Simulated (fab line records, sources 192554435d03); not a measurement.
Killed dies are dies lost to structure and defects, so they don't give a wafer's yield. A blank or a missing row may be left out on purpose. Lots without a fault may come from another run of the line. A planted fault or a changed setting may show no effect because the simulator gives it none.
A struck lot beside a sound one | flow n5_finfet | 25 steps out of a route of 1938
Sound: wafers L662.1, L662.2, L662.6. Struck: wafers L675.3, L675.5, L675.6. The cause comes at the end.
At each step with rows: each side's tool, then ch and its chambers, then its first start. Under that, the readings that differ: sound wafers | struck wafers | difference of the means | sigmas: that difference in standard deviations of wafers without a fault.
alike: readings whose means differ by less than 2 such deviations, and words and numbers that are the same on both sides. not compared: withheld readings, readings that some wafer has no value for, bounds like >300 that may hide the same value, and numbers for which the record gives no deviation and whose values overlap.
The two part at a step that has a row with sigmas, a row that says differs or no value, or rows on one side only. Numbers that don't overlap but have no deviation are shown without sigmas and don't part them. A reading that every wafer of one side lacks parts them only if that side has two wafers or more.

N5_BEOL_M5_CO_CAP_78: material Co, precursor CCTBA/H2, target thk 2 nm, time 102.1 s.
  sound on cvd_co-02 ch 0,1, day 9 16:41; struck on cvd_co-01 ch 1,2, day 12 18:39
  alike: heater_power_w
  not compared: since_wet_clean_h
then, 2 steps without rows for these wafers: N5_BEOL_M5_PRE_CLEAN_55 (time 15 s); N5_BEOL_M5_DEP_56 (deposits SiCN from 3MS/NH3, target thk 8 nm, time 14 s).
N5_BEOL_M5_RS_MEAS_57: measures by four-point-probe.
  sound on film_metro-01, day 9 16:52; struck on film_metro-01, day 12 18:50
  alike: M5_RS
N5_BEOL_M5_INSPECT_58: inspects for defects (darkfield).
  sound on defect_inspect-01, day 9 16:54; struck on defect_inspect-01, day 12 18:52
  alike: raw_defect_count
then, 2 steps without rows for these wafers: N5_BEOL_M6_ILD_DEP_00 (deposits SiCOH lowk from DEMS/porogen, target thk 179.75 nm, time 33.4 s); N5_BEOL_M6_CURE_74 (cures SiCOH lowk, time 240 s).
N5_BEOL_M6_THK_MEAS_01:
  sound on film_metro-02, day 9 17:32; struck on film_metro-01, day 12 19:29
  alike: M6_ILD_THK
N5_BEOL_M6_PECVD_70: deposits SiO2 from TEOS/O2, target thk 20 nm, time 22.7 s.
  sound on pecvd-03 ch 0,2, day 9 17:35; struck on pecvd-04 ch 0,1,2, day 12 19:31
  reading                         | sound          | struck         | difference | sigmas
  showerhead_plenum_p_Torr (Torr) | 8.80 8.83 8.78 | 8.65 8.75 8.62 | -0.13      | -2
  alike: heater_power_w, throttle_valve_pct
  not compared: since_wet_clean_h
N5_BEOL_M6_HM_DEP_02: deposits TiN, target thk 20 nm.
  sound on pvd_sputter-03, day 9 19:20; struck on pvd_sputter-02, day 12 20:27
  alike: throttle_valve_pct
then, 2 steps without rows for these wafers: N5_BEOL_M6_COAT_59 (time 60 s, resist thk 100 nm); N5_BEOL_M6_COAT_60 (time 60 s, resist thk 35 nm).
N5_BEOL_M6_COAT_05: resist thk 90 nm.
  sound on litho_track-02 ch 0, day 9 19:28; struck on litho_track-02 ch 0, day 12 20:35
  reading                                      | sound                | struck               | difference | sigmas
  spin_speed_rpm (rpm)                         | 1499.5 1501.7 1501.4 | 1718.9 1718.8 1719.1 | +218.1     | +99 or more
  model.CAR-ArF_of_BEOL_M6_COAT_05.thk_nm (nm) | 90.4 90.4 90.6       | 84.2 84 84           | -6.4       |
then, 5 steps without rows for these wafers: N5_BEOL_M6_EBR_07; N5_BEOL_M6_SOFTBAKE_06 (time 60 s); N5_BEOL_M6_EXPOSE_08 (exposes mask M6); N5_BEOL_M6_PEB_09 (peb time 60 s); N5_BEOL_M6_DEVELOP_10 (develop time 30 s).
N5_BEOL_M6_CD_MEAS_11: target cd 38.5 nm.
  sound on cd_sem-02 ch 0, day 9 19:50; struck on cd_sem-03 ch 0, day 12 20:50
  alike: cd_nm
N5_BEOL_M6_OVL_MEAS_12:
  sound on overlay-02 ch 0, day 9 19:52; struck on overlay-01 ch 0, day 12 20:52
  alike: M6_OVL
N5_BEOL_M6_INSPECT_13: inspects for defects (brightfield).
  sound on defect_inspect-02, day 9 19:53; struck on defect_inspect-02, day 12 20:53
  alike: raw_defect_count
N5_BEOL_M6_DESCUM_16: chemistry O2, time 7.9 s.
  sound on rie_diel-04 ch 1,2,3, day 9 19:57; struck on rie_diel-04 ch 0,1,2, day 12 21:22
  alike: chamber_pressure_mTorr, drypump_motor_current_A, oes_product_au, rf_vpp_V, showerhead_plenum_p_Torr, throttle_valve_pct
  not compared: rf_hours_counter_h
N5_BEOL_M6_ETCH_61: etches SiARC in CF4, target depth 45.5 nm, time 75.8 s.
  sound on rie_diel-04 ch 1,2,3, day 9 19:59; struck on rie_diel-04 ch 0,1,2, day 12 21:24
  reading                                      | sound          | struck     | difference | sigmas
  model.CAR-ArF_of_BEOL_M6_COAT_05.thk_nm (nm) | 51.2 51.4 51.4 | 45 45 45.2 | -6         |
  alike: cf4_flow_sccm, chamber_pressure_mTorr, drypump_motor_current_A, etch_rf_on_time_s, oes_product_au, rf_vpp_V, showerhead_plenum_p_Torr, throttle_valve_pct
  not compared: rf_hours_counter_h
N5_BEOL_M6_ETCH_62: etches SOC in N2/H2, target depth 110 nm, overetch 22 nm, time 165 s.
  sound on rie_diel-04 ch 1,2,3, day 9 20:02; struck on rie_diel-04 ch 0,1,2, day 12 21:28
  alike: chamber_pressure_mTorr, drypump_motor_current_A, oes_product_au, rf_vpp_V, showerhead_plenum_p_Torr, throttle_valve_pct
  not compared: rf_hours_counter_h
-- the record jumps here: 5 days lie between the struck wafers' starts before and after (it left off in module BEOL_M6 and takes up again in module PASSIVATION, whose first step shown is number 1936 of the route) --
N5_PASSIVATION_PROBE_49:
  sound on prober-01, day 13 12:05; struck on prober-02, day 17 10:15
  reading         | sound    | struck | difference | sigmas
  killed_at_M4_up | 19 16 23 | 7 8 6  | -12        | -2
  alike: defect_limited_yield, killed_at_M0_to_M3, killed_at_contacts, killed_at_front_end, killed_at_other, killed_dies, killed_open, killed_short, sort_bin_5_function, sort_bin_6_memory, sort_bin_8_speed, sort_n_pass, sort_yield_pct

WHERE THEY PART
First at N5_BEOL_M6_PECVD_70; last, within this record, at N5_PASSIVATION_PROBE_49.

WHY: what the simulator had put in
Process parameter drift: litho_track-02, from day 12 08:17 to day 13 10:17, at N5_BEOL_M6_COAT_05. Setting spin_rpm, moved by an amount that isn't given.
